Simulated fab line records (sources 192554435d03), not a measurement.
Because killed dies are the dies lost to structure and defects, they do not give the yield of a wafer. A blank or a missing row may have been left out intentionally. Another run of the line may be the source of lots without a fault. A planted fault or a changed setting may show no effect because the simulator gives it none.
2 desks, one fault :: flow n5_finfet :: numbers are kept per desk, each desk with only its own; the story behind them comes last

== DESK OF THE TOOL OWNER: rie_diel-06 ==
The tool's own readings at N5_SD_EPI_P_ETCH_36 (etches SiARC in CF4, target depth 45.5 nm, time 75.8 s): means of the sampled wafers that have a number, for each lot that ran on this tool. Marked OUT: a lot whose mean sits more than 4 standard deviations from the usual mean, which makes it out of limits; the brackets give that distance.
Columns: A = drypump_motor_current_A at N5_SD_EPI_P_ETCH_36, usual 5.6 A; B = etch_rf_on_time_s at N5_SD_EPI_P_ETCH_36, usual 76.8 s; C = oes_product_au at N5_SD_EPI_P_ETCH_36, usual 0.66 a.u.; D = rf_vpp_V at N5_SD_EPI_P_ETCH_36, usual 184.4 V; E = showerhead_plenum_p_Torr at N5_SD_EPI_P_ETCH_36, usual 2.16 Torr; F = throttle_valve_pct at N5_SD_EPI_P_ETCH_36, usual 15.64 %
lot: L463
first seen here: day 3 17:52
A: 5.7
B: 75.7
C: 0.62
D: 184.2
E: 2.16
F: 15.70

lot: L469
first seen here: day 5 04:06
A: 5.8
B: 75.1
C: 0.63
D: 184.6
E: 2.16
F: 15.74

lot: L472
first seen here: day 6 02:32
A: 5.6
B: 69.5
C: 0.73
D: 184.9
E: 2.18
F: 15.52

lot: L476
first seen here: day 6 22:41
A: 5.5
B: 69.3
C: 0.71
D: 184.8
E: 2.17
F: 15.50
Result from this desk: across the 4 lots, nothing is out of limits.

== FROM THE METROLOGY DESK ==
Lot by lot, what the gauges showed, no matter which tool ran the lot: averages of those sampled wafers that carry a number. Marked OUT: a lot whose mean sits more than 4 standard deviations from the usual mean, which makes it out of limits; the brackets give that distance. Of its 10 readings 7 are shown: those that lie furthest out on some lot.
Columns: A = DIBL_P at N5_BEOL_M4_RC_MEAS_101, usual 36 mV/V; B = IOFF_P at N5_BEOL_M4_RC_MEAS_101, usual 0.21 nA/um; C = ION_N at N5_BEOL_M4_RC_MEAS_101, usual 674 uA/um; D = ION_P at N5_BEOL_M4_RC_MEAS_101, usual 462 uA/um; E = SS_N at N5_BEOL_M4_RC_MEAS_101, usual 71.6 mV/dec; F = VT_N at N5_BEOL_M4_RC_MEAS_101, usual 249 mV; G = VT_P at N5_BEOL_M4_RC_MEAS_101, usual -250 mV
lot: L463
first seen here: day 12 02:29
A: 33
B: 0.18
C: 668
D: 459
E: 71.8
F: 254
G: -251

lot: L465
first seen here: day 12 16:52
A: 35
B: 0.19
C: 673
D: 460
E: 71.1
F: 249
G: -251

lot: L469
first seen here: day 12 22:52
A: 34
B: 0.16
C: 655
D: 446
E: 71.2
F: 253
G: -256

lot: L473
first seen here: day 13 09:17
A: 34
B: 0.17
C: 664
D: 458
E: 70.8
F: 254
G: -254

lot: L472
first seen here: day 14 05:34
A: 35
B: 0.22
C: 663
D: 462
E: 71.4
F: 252
G: -249

lot: L477
first seen here: day 14 17:44
A: 34
B: 0.17
C: 662
D: 455
E: 70.9
F: 251
G: -254

lot: L476
first seen here: day 15 08:42
A: 36
B: 0.19
C: 675
D: 459
E: 71.2
F: 247
G: -253

lot: L483
first seen here: day 16 04:26
A: 35
B: 0.19
C: 679
D: 461
E: 71.2
F: 248
G: -250
Result from this desk: across the 8 lots, nothing is out of limits.

== BROUGHT TOGETHER ==
The tool owner's desk saw nothing out of limits.
The metrology desk saw nothing out of limits.

== WHAT WAS PUT IN BY THE SIMULATOR ==
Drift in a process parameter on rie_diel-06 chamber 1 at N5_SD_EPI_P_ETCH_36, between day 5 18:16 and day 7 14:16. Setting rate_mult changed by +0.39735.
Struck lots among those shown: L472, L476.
